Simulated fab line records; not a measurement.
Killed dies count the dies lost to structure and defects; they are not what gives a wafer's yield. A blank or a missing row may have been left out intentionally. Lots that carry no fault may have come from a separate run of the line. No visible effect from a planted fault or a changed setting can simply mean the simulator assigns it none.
The tool behind it: which one? | flow nand harc | 6 lots, 18 wafers sampled, at 2 steps of a route of 1302

WHAT THE GAUGES READ, wafer by wafer
NHARC_A_CHANNEL_HOLE_D2_INSPECT_12.
lot  | measured     | on                | raw defect count
L828 | day 14 12:34 | defect inspect-02 | 4 6 5
L833 | day 15 06:53 | defect inspect-02 | 58 59 67
L837 | day 17 17:08 | defect inspect-01 | 17 15 12
L842 | day 19 14:10 | defect inspect-01 | 370 399 395
L848 | day 22 03:42 | defect inspect-02 | 4 6 6
L850 | day 22 20:13 | defect inspect-01 | 36 21 31

TOOL THAT RAN EACH LOT (tool first, then ch and the chambers of the sampled wafers, then the start)
lot  | NHARC_A_CHANNEL_HOLE_D2_DEP_01
L828 | pecvd-04 ch 0,1,2, day 14 11:43
L833 | pecvd-04 ch 0,1,2, day 15 06:14
L837 | pecvd-02 ch 0,2, day 17 16:17
L842 | pecvd-04 ch 0,1,2, day 19 13:17
L848 | pecvd-01 ch 0,1,2, day 22 02:53
L850 | pecvd-01 ch 1,2, day 22 19:21
- NHARC_A_CHANNEL_HOLE_D2_DEP_01: deposits SiON, target thk 140 nm.

THE ANSWER, worked out from the rows above alone
Rule: usual is defined by the lots themselves. Put in order of their means at a reading, lots are off if they are a third of the lots or fewer, leave a main group of 4 or more, and stand apart from it by a gap of 3 or more times the standard deviation of the main group's means; of several such gaps the widest counts. A main group is skipped when, at the precision printed for the reading in the tables above, its means are all equal. A lot without any number at a reading at which 4 lots or more have one is off too. All remaining lots with rows at the step are treated as sound.
Off at NHARC_A_CHANNEL_HOLE_D2_INSPECT_12 (raw defect count): L842. Mean 23 and standard deviation 21 in the main group.
A tool fits if, at a process step before that reading, it ran every lot that is off, and no sound lot after the first of them. Those tools and the gauges at NHARC_A_CHANNEL_HOLE_D2_INSPECT_12 are tried in the same way. One fits: NHARC_A_CHANNEL_HOLE_D2_DEP_01 on pecvd-04. A fault onset in the window from L833 (day 15 06:14, its last sound lot) to L842 (day 19 13:17, its first lot off) fits.

WHAT THE SIMULATOR PUT IN
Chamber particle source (pecvd-04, NHARC_A_CHANNEL_HOLE_D2_DEP_01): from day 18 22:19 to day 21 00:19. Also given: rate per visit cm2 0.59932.
Struck lots among those shown: L842. The same result came from the rule above.
